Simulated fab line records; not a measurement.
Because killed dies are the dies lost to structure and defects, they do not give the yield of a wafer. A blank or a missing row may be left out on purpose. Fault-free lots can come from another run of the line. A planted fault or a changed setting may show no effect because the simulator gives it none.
Which tool did it? | flow nand harc | 12 lots (36 wafers sampled), 1 step of a 1159-step route

## WHAT THE GAUGES SHOWED, per wafer
NHARC_A_SGD_CUT_CD_MEAS_09: the cd target is 100 nm.
lot  | measured     | on        | cd nm (nm)
L074 | day 13 20:58 | cd sem-01 | 99.4 99.4 99.5
L076 | day 14 10:23 | cd sem-01 | 100.3 100.1 100.6
L079 | day 14 20:24 | cd sem-01 | 100.2 100.6 100.1
L081 | day 15 21:46 | cd sem-01 | 99.1 99.1 98.8
L084 | day 16 10:52 | cd sem-02 | 100.0 100.3 99.8
L085 | day 17 05:08 | cd sem-02 | 100.2 99.6 99.6
L088 | day 17 07:02 | cd sem-03 | 99.6 100.2 100.5
L090 | day 17 18:15 | cd sem-02 | 99.5 100.2 100.4
L089 | day 18 00:16 | cd sem-02 | 100.1 100.0 100.4
L092 | day 18 19:05 | cd sem-02 | 99.8 98.6 100.1
L094 | day 19 12:11 | cd sem-02 | 100.1 99.5 99.6
L097 | day 19 22:49 | cd sem-03 | 99.7 99.6 99.4

## WHICH TOOL RAN EACH LOT (tool, then ch and the chambers of the sampled wafers, then the start)
There is no process step in the record ahead of these readings.

## THE ANSWER, worked out from the rows above alone
Rule: usual is defined by the lots themselves. The widest of any qualifying gaps counts: lots, ordered by their means at a reading, are off when they make up no more than a third of the lots, leave a main group of 4 or more, and stand apart from it by 3 or more times the standard deviation of that group's means. The tables above print the reading to a certain number of digits; a main group whose means all agree to those digits is not used. A lot without any number at a reading at which 4 lots or more have one is off too. Where the step has rows for the other lots, those lots are counted as sound.
No lot is off at any reading shown: from this, nothing can be told.

## WHAT HAD BEEN PUT IN BY THE SIMULATOR
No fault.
